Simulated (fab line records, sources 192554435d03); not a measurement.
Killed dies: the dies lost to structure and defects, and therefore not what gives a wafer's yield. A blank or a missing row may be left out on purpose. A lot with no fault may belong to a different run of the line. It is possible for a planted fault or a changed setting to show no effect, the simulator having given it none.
fab line records	flow n5-finfet
record: lots: 24	wafers: 72	last-day: 18
route steps=1938 shown PMOS_HMC_CHANNEL_EPI@89 FIN_SAQP@98 STI_FIN_REVEAL@187
lots that met no fault: taken from a fault-free run of the same line
start-h: the number of hours between the record's first day and the start of the first shown wafer of the lot	wait-h: time in hours since the lot's previous step	" same as the row above	L1.1+2: one row covering several wafers at once	- value missing, or start not given	* or withheld: withheld	< > ~ a bound
route shown NAME@n: NAME is a module with steps in the file, n the number in the route of the first one	usual: mean/standard deviation taken from wafers without a fault	same: alike in all rows	chamber/n: place in a boat	sites: readings site by site	_std_site: standard deviation across them	_edge_site: mean of outer sites minus mean of inner sites	radius-mm: how far each site lies from the wafer's centre	mask NAME#n: copy n	behind: the last tool/chamber to shape the wafer	hold: what put the lot on hold/how long, in hours/how the hold closed	device: the transistor (n, p or np) that didn't switch	end of line: tests of these same wafers at the route's end	a step given without rows: its recipe and nothing more	killed: dies that structure and defects cost at the first sort, which is not the same as the wafer's yield	map: a wafer's dies, x killed, . not, _ none there
set.NAME: the setting the step ran with; set.NAME@STEP: the setting that earlier step ran with	model.NAME: the simulator's own value behind a step, which no gauge read
the route's steps for a sample of lots (tables are steps, rows are wafers)
services: when a tool's chamber went out of use (start-h, in hours from the record's first day, below 0 if earlier), for how many hours, and the reason
== steps ==
step: N5_PMOS_HMC_CHANNEL_EPI_INSPECT_30
recipe: inspect-instrument: darkfield	mode: post-epi
usual: raw-defect-count: 19/6.6
lot.wafer	tool	chamber	start-h	wait-h	raw-defect-count
L074.2	defect-inspect-01	-	19.83	0.0	11
L074.3	"	-	"	"	12
L074.4	"	-	"	"	10
L075.1	defect-inspect-01	-	27.50	0.0	17
L075.4	"	-	"	"	26
L075.6	"	-	"	"	14
L076.2	defect-inspect-02	-	33.08	0.0	24
L076.3	"	-	"	"	18
L076.5	"	-	"	"	31
L077.2	defect-inspect-01	-	38.69	0.0	37
L077.4	"	-	"	"	27
L077.5	"	-	"	"	26
L078.2	defect-inspect-01	-	45.15	0.0	18
L078.5	"	-	"	"	11
L078.6	"	-	"	"	25
L079.2	defect-inspect-02	-	51.53	0.0	25
L079.4	"	-	"	"	14
L079.6	"	-	"	"	25
L080.4	defect-inspect-02	-	56.63	0.0	24
L080.5	"	-	"	"	31
L080.6	"	-	"	"	20
L081.3	defect-inspect-02	-	63.71	0.0	17
L081.5	"	-	"	"	17
L081.6	"	-	"	"	16
L082.1	defect-inspect-02	-	69.75	0.0	20
L082.2	"	-	"	"	25
L082.3	"	-	"	"	17
L083.1	defect-inspect-01	-	74.08	0.0	17
L083.3	"	-	"	"	20
L083.4	"	-	"	"	15
L084.3	defect-inspect-02	-	81.51	0.0	15
L084.4	"	-	"	"	15
L084.6	"	-	"	"	9
L085.2	defect-inspect-01	-	86.24	0.0	13
L085.4	"	-	"	"	25
L085.6	"	-	"	"	14
L086.1	defect-inspect-01	-	92.01	0.0	20
L086.2	"	-	"	"	15
L086.4	"	-	"	"	30
L087.1	defect-inspect-02	-	98.58	0.0	24
L087.3	"	-	"	"	8
L087.6	"	-	"	"	12
L088.2	defect-inspect-02	-	104.51	0.0	19
L088.3	"	-	"	"	9
L088.6	"	-	"	"	14
L089.1	defect-inspect-02	-	110.38	0.0	15
L089.2	"	-	"	"	16
L089.3	"	-	"	"	18
L090.1	defect-inspect-02	-	116.25	0.0	48
L090.2	"	-	"	"	19
L090.3	"	-	"	"	16
L091.1	defect-inspect-02	-	122.15	0.0	17
L091.2	"	-	"	"	21
L091.6	"	-	"	"	28
L092.4	defect-inspect-01	-	128.16	0.0	14
L092.5	"	-	"	"	12
L092.6	"	-	"	"	13
L093.1	defect-inspect-02	-	133.86	0.0	12
L093.5	"	-	"	"	25
L093.6	"	-	"	"	25
L094.3	defect-inspect-02	-	140.40	0.0	16
L094.4	"	-	"	"	22
L094.6	"	-	"	"	27
L095.2	defect-inspect-01	-	145.69	0.0	26
L095.3	"	-	"	"	11
L095.6	"	-	"	"	15
L096.1	defect-inspect-01	-	152.88	0.0	17
L096.4	"	-	"	"	12
L096.6	"	-	"	"	26
L097.1	defect-inspect-01	-	158.13	0.0	20
L097.2	"	-	"	"	29
L097.4	"	-	"	"	11
step: N5_FIN_SAQP_PECVD_47
recipe: material: a-Si	target-thk-a: 450	temp-c: 400	precursor: SiH4/He	pressure-torr: 3	rf-w: 100	time-s: 36.3
usual: heater-power-w: 830/64	showerhead-plenum-p-Torr: 5.70/0.042	throttle-valve-pct: 18.7/1.3
lot.wafer	tool	chamber	start-h	wait-h	heater-power-w	showerhead-plenum-p-Torr	throttle-valve-pct
L074.2	pecvd-01	1	20.50	0.0	842	5.71	20.1
L074.3	"	0	"	"	900	5.75	17.5
L074.4	"	0	"	"	900	5.75	17.7
L075.1	pecvd-03	1	28.23	0.0	800	5.76	17.7
L075.4	"	0	"	"	851	5.64	18.0
L075.6	"	0	"	"	823	5.66	18.0
L076.2	pecvd-03	0	33.79	0.0	891	5.65	18.0
L076.3	"	0	"	"	888	5.66	18.1
L076.5	"	1	"	"	813	5.76	17.9
L077.2	pecvd-01	0	39.45	0.0	927	5.75	17.6
L077.4	"	0	"	"	943	5.74	17.7
L077.5	"	2	"	"	747	5.71	20.5
L078.2	pecvd-03	0	45.93	0.0	922	5.64	18.3
L078.5	"	0	"	"	938	5.65	18.0
L078.6	"	1	"	"	891	5.77	17.8
L079.2	pecvd-01	2	53.28	0.0	677	5.72	20.6
L079.4	"	0	"	"	943	5.75	17.7
L079.6	"	1	"	"	838	5.73	20.3
L080.4	pecvd-03	1	57.84	0.1	873	5.76	18.0
L080.5	"	0	"	"	846	5.66	17.9
L080.6	"	2	"	"	785	5.66	17.1
L081.3	pecvd-03	0	64.63	0.0	904	5.65	17.9
L081.5	"	1	"	"	841	5.75	17.8
L081.6	"	2	"	"	878	5.65	17.0
L082.1	pecvd-03	1	70.55	0.0	815	5.79	17.8
L082.2	"	0	"	"	920	5.66	18.3
L082.3	"	2	"	"	785	5.66	17.2
L083.1	pecvd-02	1	74.74	0.0	848	5.72	17.9
L083.3	"	0	"	"	816	5.68	20.5
L083.4	"	2	"	"	831	5.64	18.2
L084.3	pecvd-03	2	82.18	0.0	882	5.64	17.0
L084.4	"	0	"	"	812	5.64	18.2
L084.6	"	2	"	"	866	5.65	16.9
L085.2	pecvd-01	0	87.97	0.0	954	5.74	17.8
L085.4	"	0	"	"	930	5.74	17.5
L085.6	"	2	"	"	675	5.70	20.8
L086.1	pecvd-01	1	93.28	0.0	824	5.71	20.1
L086.2	"	2	"	"	681	5.70	20.6
L086.4	"	2	"	"	700	5.71	20.6
L087.1	pecvd-01	1	100.29	0.0	799	5.73	20.2
L087.3	"	2	"	"	782	5.71	20.5
L087.6	"	1	"	"	836	5.72	20.4
L088.2	pecvd-01	1	105.61	0.0	821	5.71	20.1
L088.3	"	1	"	"	822	5.73	20.4
L088.6	"	1	"	"	853	5.72	20.3
L089.1	pecvd-01	1	111.11	0.0	762	5.71	20.1
L089.2	"	2	"	"	808	5.71	20.6
L089.3	"	1	"	"	769	5.71	20.2
L090.1	pecvd-03	1	116.97	0.0	827	5.77	17.7
L090.2	"	0	"	"	849	5.65	18.0
L090.3	"	2	"	"	837	5.65	17.2
L091.1	pecvd-01	2	123.13	0.0	688	5.71	20.7
L091.2	"	1	"	"	875	5.72	20.2
L091.6	"	2	"	"	710	5.69	20.3
L092.4	pecvd-03	1	128.87	0.1	862	5.75	17.8
L092.5	"	2	"	"	868	5.65	17.0
L092.6	"	0	"	"	907	5.66	18.2
L093.1	pecvd-02	1	134.53	0.0	853	5.71	17.9
L093.5	"	0	"	"	826	5.68	20.2
L093.6	"	1	"	"	863	5.71	18.0
L094.3	pecvd-03	0	141.08	0.0	927	5.65	18.0
L094.4	"	0	"	"	925	5.65	18.0
L094.6	"	1	"	"	910	5.77	17.8
L095.2	pecvd-03	0	146.47	0.0	878	5.65	18.2
L095.3	"	1	"	"	848	5.75	17.6
L095.6	"	2	"	"	749	5.63	17.2
L096.1	pecvd-02	1	153.61	0.0	741	5.70	18.3
L096.4	"	0	"	"	759	5.67	20.3
L096.6	"	2	"	"	841	5.64	18.1
L097.1	pecvd-03	2	159.66	0.0	833	5.65	17.0
L097.2	"	1	"	"	851	5.76	18.0
L097.4	"	0	"	"	882	5.66	18.2
step: N5_FIN_SAQP_CD_MEAS_27
recipe: target-cd-nm: 20	landing-energy-ev: 1000	detector: se-inlens	polarity: line
usual: cd-nm: 20.29/0.25
lot.wafer	tool	chamber	start-h	wait-h	cd-nm
L074.2	cd-sem-02	0	23.77	0.1	20.61
L074.3	"	0	"	"	20.41
L074.4	"	0	"	"	20.32
L075.1	cd-sem-02	0	31.06	0.1	20.19
L075.4	"	0	"	"	20.41
L075.6	"	0	"	"	20.40
L076.2	cd-sem-03	0	36.86	0.1	20.11
L076.3	"	0	"	"	20.29
L076.5	"	0	"	"	20.24
L077.2	cd-sem-02	0	42.31	0.1	20.51
L077.4	"	0	"	"	20.11
L077.5	"	0	"	"	20.49
L078.2	cd-sem-02	0	49.28	0.1	20.59
L078.5	"	0	"	"	20.71
L078.6	"	0	"	"	20.78
L079.2	cd-sem-02	0	57.43	0.1	20.12
L079.4	"	0	"	"	20.25
L079.6	"	0	"	"	20.31
L080.4	cd-sem-03	0	63.23	0.1	20.18
L080.5	"	0	"	"	19.91
L080.6	"	0	"	"	20.40
L081.3	cd-sem-01	0	67.30	0.1	20.16
L081.5	"	0	"	"	20.27
L081.6	"	0	"	"	20.15
L082.1	cd-sem-02	0	73.27	0.1	20.87
L082.2	"	0	"	"	20.39
L082.3	"	0	"	"	20.35
L083.1	cd-sem-02	0	77.62	0.1	20.24
L083.3	"	0	"	"	20.53
L083.4	"	0	"	"	20.46
L084.3	cd-sem-03	0	85.56	0.1	20.38
L084.4	"	0	"	"	20.45
L084.6	"	0	"	"	20.41
L085.2	cd-sem-02	0	90.76	0.1	19.72
L085.4	"	0	"	"	20.22
L085.6	"	0	"	"	20.41
L086.1	cd-sem-02	0	97.29	0.1	20.31
L086.2	"	0	"	"	19.43
L086.4	"	0	"	"	20.44
L087.1	cd-sem-01	0	103.40	0.1	20.13
L087.3	"	0	"	"	20.10
L087.6	"	0	"	"	20.48
L088.2	cd-sem-02	0	108.67	0.1	20.16
L088.3	"	0	"	"	20.28
L088.6	"	0	"	"	20.16
L089.1	cd-sem-03	0	115.35	0.1	20.65
L089.2	"	0	"	"	20.38
L089.3	"	0	"	"	20.40
L090.1	cd-sem-02	0	119.75	0.1	20.19
L090.2	"	0	"	"	20.31
L090.3	"	0	"	"	20.18
L091.1	cd-sem-03	0	125.84	0.1	20.65
L091.2	"	0	"	"	20.19
L091.6	"	0	"	"	20.10
L092.4	cd-sem-01	0	131.77	0.1	20.37
L092.5	"	0	"	"	20.64
L092.6	"	0	"	"	20.44
L093.1	cd-sem-02	0	137.47	0.1	19.97
L093.5	"	0	"	"	20.68
L093.6	"	0	"	"	20.38
L094.3	cd-sem-02	0	144.70	0.1	20.12
L094.4	"	0	"	"	20.62
L094.6	"	0	"	"	20.63
L095.2	cd-sem-02	0	149.38	0.1	20.33
L095.3	"	0	"	"	20.27
L095.6	"	0	"	"	20.31
L096.1	cd-sem-03	0	156.72	0.1	20.44
L096.4	"	0	"	"	20.45
L096.6	"	0	"	"	20.06
L097.1	cd-sem-03	0	162.57	0.1	20.32
L097.2	"	0	"	"	20.23
L097.4	"	0	"	"	20.40
step: N5_FIN_SAQP_MANDREL2_REMOVE_60
recipe: chemistry: HBr/Cl2/O2	bt-time-s: 10	target: a-Si	stop-on: SiNx	endpoint: OES-SiCl	over-etch-frac: 1	icp-w: 600	bias-w: 22	HBr_flow_sccm: 150	Cl2_flow_sccm: 80	O2_flow_sccm: 5	pressure-mtorr: 10
usual: O2_flow_sccm: 5.000/0.015	drypump-motor-current-A: 5.7/0.43	oes-product-au: 1.001/0.019	throttle-valve-pct: 36.6/0.35
lot.wafer	tool	chamber	start-h	wait-h	O2_flow_sccm	drypump-motor-current-A	oes-product-au	rf-hours-counter-h	throttle-valve-pct
L074.2	rie-si-04	2	25.36	0.1	4.977	6.0	1.021	49	37.3
L074.3	"	3	"	"	5.001	5.8	1.004	194	36.0
L074.4	"	3	"	"	4.998	5.8	0.995	-	36.0
L075.1	rie-si-03	2	32.49	0.1	4.998	6.0	1.018	3	36.4
L075.4	"	0	"	"	4.975	6.2	1.015	-	36.3
L075.6	"	1	"	"	5.002	5.0	0.969	-	36.7
L076.2	rie-si-04	2	38.31	0.1	4.991	6.0	1.016	50	37.3
L076.3	"	1	"	"	5.001	5.9	0.979	48	36.9
L076.5	"	3	"	"	4.983	5.9	0.994	-	36.0
L077.2	rie-si-03	0	44.07	0.1	5.015	6.2	1.023	5	36.3
L077.4	"	2	"	"	4.988	6.0	1.025	3	36.4
L077.5	"	3	"	"	4.953	5.8	1.003	-	36.6
L078.2	rie-si-03	1	50.81	0.1	5.011	5.0	0.978	100	36.7
L078.5	"	1	"	"	4.991	5.0	0.968	-	36.7
L078.6	"	2	"	"	4.989	6.0	1.015	-	36.4
L079.2	rie-si-03	0	59.11	0.1	4.986	6.2	1.019	5	36.3
L079.4	"	2	"	"	4.984	6.0	1.010	3	36.4
L079.6	"	1	"	"	5.010	5.0	0.974	-	36.7
L080.4	rie-si-03	1	64.65	0.1	5.010	5.0	0.971	100	36.7
L080.5	"	0	"	"	5.005	6.2	1.022	-	36.3
L080.6	"	3	"	"	4.999	5.8	0.998	-	36.6
L081.3	rie-si-03	0	70.08	0.1	4.989	6.2	1.018	6	36.3
L081.5	"	2	"	"	5.000	6.1	1.020	-	36.4
L081.6	"	3	"	"	5.002	5.8	0.999	-	36.6
L082.1	rie-si-04	2	74.84	0.1	5.007	6.0	1.017	50	37.3
L082.2	"	1	"	"	4.992	5.8	0.974	49	36.9
L082.3	"	3	"	"	4.953	5.8	0.997	195	36.0
L083.1	rie-si-02	3	80.07	0.1	4.989	5.7	1.025	130	36.2
L083.3	"	2	"	"	5.006	4.9	1.021	75	37.0
L083.4	"	0	"	"	5.006	5.3	0.974	4	36.7
L084.3	rie-si-02	2	88.02	0.1	5.015	4.9	1.015	75	37.0
L084.4	"	1	"	"	4.975	6.2	1.015	112	36.3
L084.6	"	1	"	"	5.003	6.2	1.008	-	36.3
L085.2	rie-si-02	0	92.56	0.1	5.021	5.3	0.973	5	36.7
L085.4	"	2	"	"	4.979	4.9	1.012	76	37.0
L085.6	"	1	"	"	5.003	6.2	1.008	-	36.3
L086.1	rie-si-03	1	99.86	0.1	5.016	5.0	0.981	101	36.7
L086.2	"	0	"	"	5.000	6.2	1.014	6	36.3
L086.4	"	1	"	"	5.014	5.0	0.974	-	36.7
L087.1	rie-si-02	1	104.92	0.1	4.991	6.2	1.012	112	36.3
L087.3	"	2	"	"	5.027	4.9	1.023	76	37.0
L087.6	"	3	"	"	4.997	5.6	1.026	-	36.2
L088.2	rie-si-04	0	110.33	0.1	4.998	5.9	0.985	126	36.9
L088.3	"	2	"	"	4.989	6.0	1.023	51	37.3
L088.6	"	2	"	"	4.998	6.0	1.012	-	37.3
L089.1	rie-si-03	1	117.52	0.1	5.016	5.0	0.967	101	36.7
L089.2	"	0	"	"	4.991	6.2	1.025	7	36.3
L089.3	"	2	"	"	5.002	6.0	1.015	4	36.4
L090.1	rie-si-02	1	121.75	0.1	5.008	6.2	1.014	113	36.3
L090.2	"	3	"	"	5.003	5.7	1.029	131	36.1
L090.3	"	2	"	"	5.002	4.9	1.005	76	37.0
L091.1	rie-si-03	2	127.67	0.1	4.988	6.0	1.027	4	36.4
L091.2	"	0	"	"	4.997	6.2	1.012	7	36.3
L091.6	"	3	"	"	5.021	5.8	1.007	-	36.6
L092.4	rie-si-03	1	133.25	0.1	5.044	5.0	0.966	101	36.7
L092.5	"	3	"	"	4.998	5.8	0.992	-	36.6
L092.6	"	0	"	"	4.999	6.2	1.008	-	36.3
L093.1	rie-si-02	0	139.19	0.1	5.027	5.2	0.973	5	36.7
L093.5	"	3	"	"	4.976	5.7	1.031	-	36.2
L093.6	"	2	"	"	5.018	4.9	1.018	-	37.0
L094.3	rie-si-04	0	146.24	0.1	5.024	6.0	0.986	126	36.9
L094.4	"	1	"	"	4.973	5.9	0.972	-	36.9
L094.6	"	0	"	"	5.009	6.0	0.986	-	36.9
L095.2	rie-si-03	1	151.18	0.1	5.018	5.0	0.955	102	36.7
L095.3	"	2	"	"	4.995	6.0	1.016	5	36.4
L095.6	"	0	"	"	5.007	6.2	1.009	-	36.3
L096.1	rie-si-04	0	158.15	0.1	4.991	5.9	0.979	127	36.8
L096.4	"	2	"	"	4.984	6.0	1.012	-	37.3
L096.6	"	0	"	"	4.976	6.0	0.975	-	36.8
L097.1	rie-si-04	0	164.30	0.1	5.008	5.9	0.983	127	36.9
L097.2	"	2	"	"	4.992	6.0	1.017	52	37.3
L097.4	"	1	"	"	5.007	5.9	0.974	51	36.9
step: N5_STI_FIN_REVEAL_CMP_04
recipe: stop-on: Si3N4	t-overpolish-s: 4	down-force-psi: 2	platen-rpm: 54.18	post-cmp-clean: alkaline-brush	pad-velocity-m-s: 1.078	target-thk-nm: 131.83
usual: motor-current-A: 7.8/0.78	overpolish-run-s: 3.999/0.0087	time-to-endpoint-s: 102/4.2
lot.wafer	tool	chamber	start-h	wait-h	motor-current-A	overpolish-run-s	time-to-endpoint-s
L074.4	cmp-01	0	33.14	0.0	8.4	3.995	101
L074.2	"	2	"	"	6.8	4.005	97
L074.3	"	3	"	"	9.2	4.013	94
L075.1	cmp-02	2	40.87	0.1	7.1	3.999	104
L075.4	"	3	"	"	8.9	3.989	96
L075.6	"	1	"	"	6.9	3.992	105
L076.3	cmp-04	0	45.55	0.1	8.1	3.991	104
L076.2	"	1	"	"	8.1	4.000	104
L076.5	"	2	"	"	7.3	3.989	107
L077.2	cmp-02	1	52.01	0.1	6.5	3.988	104
L077.4	"	2	"	"	7.0	4.005	108
L077.5	"	0	"	"	8.2	4.004	102
L078.2	cmp-04	1	58.34	0.1	8.4	3.990	108
L078.6	"	2	"	"	7.3	4.001	106
L078.5	"	3	"	"	8.0	4.004	103
L079.2	cmp-02	1	66.41	0.1	6.8	4.012	107
L079.4	"	2	"	"	7.1	3.992	108
L079.6	"	1	"	"	6.9	3.999	107
L080.4	cmp-02	0	72.52	0.1	7.7	3.983	98
L080.6	"	1	"	"	6.7	3.994	99
L080.5	"	2	"	"	7.0	3.998	100
L081.3	cmp-02	2	78.28	0.0	7.1	3.995	107
L081.6	"	2	"	"	6.9	4.008	109
L081.5	"	3	"	"	9.2	4.002	102
L082.2	cmp-04	0	82.28	0.0	8.5	4.011	106
L082.3	"	1	"	"	8.1	4.006	106
L082.1	"	3	"	"	8.1	3.994	106
L083.4	cmp-01	0	88.35	0.1	8.7	3.996	98
L083.1	"	1	"	"	7.3	3.997	96
L083.3	"	2	"	"	6.8	4.001	99
L084.4	cmp-01	2	95.31	0.0	7.1	3.992	100
L084.3	"	1	"	"	6.9	4.012	101
L084.6	"	2	"	"	6.9	3.999	103
L085.2	cmp-01	2	100.75	0.0	6.9	3.995	107
L085.4	"	1	"	"	6.9	3.996	104
L085.6	"	2	"	"	7.0	3.983	106
L086.1	cmp-04	3	107.14	0.1	8.4	4.000	103
L086.2	"	0	"	"	8.4	3.991	104
L086.4	"	1	"	"	7.7	3.991	102
L087.3	cmp-01	2	112.32	0.1	7.2	3.998	102
L087.1	"	3	"	"	9.1	4.002	95
L087.6	"	0	"	"	7.8	3.996	99
L088.2	cmp-02	3	118.22	0.1	8.8	4.006	104
L088.3	"	1	"	"	6.6	3.995	106
L088.6	"	2	"	"	6.9	3.996	108
L089.1	cmp-01	2	124.79	0.1	7.1	3.994	104
L089.2	"	3	"	"	9.0	4.012	98
L089.3	"	0	"	"	8.2	3.997	104
L090.1	cmp-01	3	128.95	0.1	8.8	3.999	101
L090.3	"	0	"	"	8.3	4.001	101
L090.2	"	1	"	"	7.2	3.984	101
L091.1	cmp-04	2	135.33	0.1	7.4	4.002	109
L091.2	"	0	"	"	8.0	4.009	99
L091.6	"	1	"	"	8.1	3.989	102
L092.4	cmp-04	3	140.83	0.4	8.8	4.007	105
L092.6	"	0	"	"	8.0	3.997	104
L092.5	"	1	"	"	7.9	3.995	105
L093.1	cmp-04	0	147.52	0.1	8.5	3.999	103
L093.6	"	2	"	"	7.5	3.986	109
L093.5	"	3	"	"	8.3	4.009	107
L094.4	cmp-02	1	153.85	0.0	6.7	3.982	107
L094.3	"	2	"	"	6.7	4.004	104
L094.6	"	2	"	"	6.8	4.004	103
L095.3	cmp-04	1	158.72	0.0	8.2	4.004	103
L095.2	"	2	"	"	6.8	3.987	108
L095.6	"	1	"	"	7.9	3.993	105
L096.4	cmp-02	3	166.25	0.1	8.9	4.000	94
L096.1	"	1	"	"	7.0	3.992	100
L096.6	"	2	"	"	6.7	4.009	98
L097.4	cmp-02	0	171.59	0.0	8.1	3.986	95
L097.1	"	2	"	"	7.1	4.013	103
L097.2	"	3	"	"	9.2	4.000	95
step: N5_STI_FIN_REVEAL_STRIP_24
recipe: chemistry: N2/H2	time-s: 90	power-w: 100	temp-c: 40	pressure-mtorr: 100	rf-frequency-hz: 6e+07	bias-power-w: 3	n2-flow-sccm: 300	h2-flow-sccm: 300
usual: drypump-motor-current-A: 5.5/0.49	n2-flow-sccm: 300.0/0.84	oes-product-au: 0.77/0.086	rf-vpp-V: 45.2/0.88	showerhead-plenum-p-Torr: 3.36/0.1	throttle-valve-pct: 12.26/0.28
lot.wafer	tool	chamber	start-h	wait-h	drypump-motor-current-A	n2-flow-sccm	oes-product-au	rf-hours-counter-h	rf-vpp-V	showerhead-plenum-p-Torr	throttle-valve-pct
L074.2	rie-diel-04	2	33.90	0.0	5.1	301.1	0.73	213	44.5	3.35	12.39
L074.3	"	0	"	"	5.0	298.6	0.72	202	45.8	3.38	12.62
L074.4	"	1	"	"	6.0	299.4	0.77	144	44.7	3.51	12.45
L075.1	rie-diel-02	0	41.47	0.0	5.1	300.1	0.74	169	44.4	3.22	12.46
L075.4	"	1	"	"	6.4	299.0	0.71	208	45.6	3.34	12.05
L075.6	"	0	"	"	5.1	298.8	0.73	-	44.7	3.22	12.47
L076.2	rie-diel-03	0	46.05	0.0	6.1	299.7	0.67	245	46.1	3.33	12.79
L076.3	"	1	"	"	5.3	301.2	0.88	28	44.6	3.30	11.73
L076.5	"	1	"	"	5.3	301.8	0.89	-	44.2	3.30	11.71
L077.2	rie-diel-03	2	52.51	0.0	5.9	300.1	0.73	172	43.2	3.37	12.35
L077.4	"	0	"	"	6.1	301.4	0.67	247	43.0	3.33	12.79
L077.5	"	3	"	"	5.2	301.7	0.78	-	45.5	3.56	12.19
L078.2	rie-diel-04	1	58.93	0.0	6.0	299.0	0.77	154	46.4	3.50	12.47
L078.5	"	3	"	"	6.2	300.3	0.72	-	46.8	3.34	12.25
L078.6	"	2	"	"	5.1	299.7	0.73	-	44.1	3.34	12.41
L079.2	rie-diel-02	2	66.94	0.0	5.1	298.0	0.93	17	45.0	3.33	11.98
L079.4	"	1	"	"	6.4	300.3	0.71	215	46.1	3.34	12.04
L079.6	"	0	"	"	5.1	299.8	0.73	-	45.1	3.22	12.49
L080.4	rie-diel-03	1	73.03	0.0	5.3	299.7	0.87	-	44.6	3.29	11.74
L080.5	"	2	"	"	5.9	298.5	0.73	-	46.3	3.37	12.37
L080.6	"	3	"	"	5.2	300.4	0.77	-	45.2	3.55	12.22
L081.3	rie-diel-03	2	78.92	0.0	5.9	300.3	0.73	183	44.8	3.36	12.36
L081.5	"	3	"	"	5.2	299.0	0.78	-	45.3	3.55	12.22
L081.6	"	2	"	"	5.9	301.3	0.73	-	46.4	3.36	12.38
L082.1	rie-diel-04	3	82.94	0.0	6.2	301.6	0.70	227	45.3	3.34	12.29
L082.2	"	0	"	"	5.0	300.5	0.70	220	43.9	3.37	12.66
L082.3	"	1	"	"	6.0	300.3	0.76	159	47.3	3.50	12.48
L083.1	rie-diel-04	0	88.92	0.0	5.0	298.8	0.70	223	45.9	3.37	12.68
L083.3	"	1	"	"	6.1	300.4	0.76	162	44.6	3.50	12.48
L083.4	"	2	"	"	5.1	301.6	0.72	233	45.2	3.33	12.43
L084.3	rie-diel-02	0	95.88	0.0	5.1	299.8	0.73	188	43.7	3.21	12.51
L084.4	"	0	"	"	5.1	299.6	0.72	-	44.3	3.21	12.52
L084.6	"	1	"	"	6.4	301.4	0.70	-	44.9	3.33	12.09
L085.2	rie-diel-04	3	101.32	0.0	6.2	300.1	0.71	234	46.0	3.34	12.29
L085.4	"	2	"	"	5.1	300.1	0.71	236	44.8	3.33	12.45
L085.6	"	1	"	"	6.0	299.9	0.76	-	45.8	3.50	12.50
L086.1	rie-diel-03	3	107.79	0.0	5.2	300.1	0.76	119	45.1	3.54	12.25
L086.2	"	0	"	"	6.1	301.3	0.93	8	44.8	3.32	12.19
L086.4	"	1	"	"	5.3	298.5	0.85	51	43.7	3.29	11.79
L087.1	rie-diel-04	0	112.96	0.0	5.0	301.4	0.70	231	44.9	3.37	12.69
L087.3	"	3	"	"	6.2	299.2	0.70	238	45.7	3.33	12.30
L087.6	"	0	"	"	5.0	300.2	0.69	-	46.6	3.37	12.71
L088.2	rie-diel-03	0	118.75	0.0	6.2	298.6	0.94	11	45.4	3.32	12.19
L088.3	"	2	"	"	5.8	300.9	0.71	196	43.9	3.36	12.42
L088.6	"	1	"	"	5.3	300.1	0.85	-	44.3	3.28	11.78
L089.1	rie-diel-04	0	125.32	0.0	5.0	300.9	0.69	236	45.0	3.37	12.70
L089.2	"	1	"	"	6.0	300.5	0.75	175	46.0	3.49	12.52
L089.3	"	3	"	"	6.2	300.0	0.70	243	46.0	3.33	12.33
L090.1	rie-diel-02	2	129.61	0.0	5.2	299.5	0.88	41	45.1	3.32	12.04
L090.2	"	0	"	"	5.1	298.8	0.71	200	43.9	3.21	12.56
L090.3	"	3	"	"	5.3	300.8	0.96	10	45.9	3.57	11.75
L091.1	rie-diel-02	0	135.98	0.0	5.1	299.8	0.71	202	44.1	3.21	12.57
L091.2	"	2	"	"	5.1	300.2	0.88	43	45.5	3.32	12.05
L091.6	"	3	"	"	5.3	299.0	0.96	-	45.3	3.57	11.74
L092.4	rie-diel-03	3	141.49	0.0	5.2	300.6	0.75	-	44.6	3.54	12.30
L092.5	"	0	"	"	6.1	299.7	0.93	-	47.7	3.31	12.20
L092.6	"	2	"	"	5.9	299.6	0.72	-	45.3	3.35	12.42
L093.1	rie-diel-03	3	148.02	0.0	5.2	299.2	0.74	133	46.2	3.54	12.27
L093.5	"	2	"	"	5.9	300.8	0.71	-	44.4	3.35	12.44
L093.6	"	1	"	"	5.3	300.4	0.84	-	45.9	3.28	11.78
L094.3	rie-diel-02	0	154.77	0.0	5.1	299.9	0.71	208	45.8	3.20	12.57
L094.4	"	1	"	"	6.4	299.8	0.69	246	46.1	3.32	12.12
L094.6	"	2	"	"	5.2	299.3	0.86	-	45.8	3.31	12.05
L095.2	rie-diel-02	3	159.29	0.0	5.3	301.0	0.93	21	46.5	3.57	11.76
L095.3	"	0	"	"	5.1	298.8	0.70	210	46.3	3.20	12.58
L095.6	"	1	"	"	6.4	299.7	0.68	-	47.3	3.32	12.14
L096.1	rie-diel-04	2	166.82	0.0	5.1	299.8	0.99	1	44.3	3.32	11.85
L096.4	"	1	"	"	6.0	298.2	0.74	-	46.0	3.48	12.56
L096.6	"	2	"	"	5.1	300.7	1.00	-	44.9	3.32	11.84
L097.1	rie-diel-02	0	172.31	0.0	5.1	299.7	0.70	216	44.5	3.20	12.60
L097.2	"	3	"	"	5.3	299.0	0.92	27	46.0	3.56	11.77
L097.4	"	3	"	"	5.3	299.3	0.92	-	45.1	3.56	11.79
== services ==
tool	chamber	start-h	hours	kind
cmp-01	-	1.27	1.6	repair
rie-diel-02	1	3.75	3.2	repair
cmp-02	-	13.62	0.7	repair
rie-si-04	1	15.84	10.1	repair
pecvd-01	-	19.64	0.6	repair
pecvd-01	0	21.34	11.6	repair
rie-si-03	-	26.22	1.2	repair
rie-si-02	1	26.48	19.3	repair
rie-si-03	3	30.37	5.1	repair
rie-si-03	1	39.23	1.2	repair
cmp-01	-	48.73	5.0	pm
rie-si-03	1	59.21	1.6	repair
rie-diel-03	0	63.04	1.6	repair
cmp-04	-	69.92	2.6	repair
rie-si-03	2	75.40	5.5	repair
cmp-04	-	83.76	4.7	repair
cmp-04	-	93.41	7.4	repair
pecvd-01	0	98.32	30.1	repair
rie-si-03	2	98.76	11.3	repair
cmp-04	-	121.33	0.2	repair
cmp-02	-	124.58	4.0	pm
rie-diel-03	1	129.58	13.2	repair
cmp-02	-	156.86	4.1	repair
pecvd-03	-	157.40	0.8	pm
== key ==
fault none
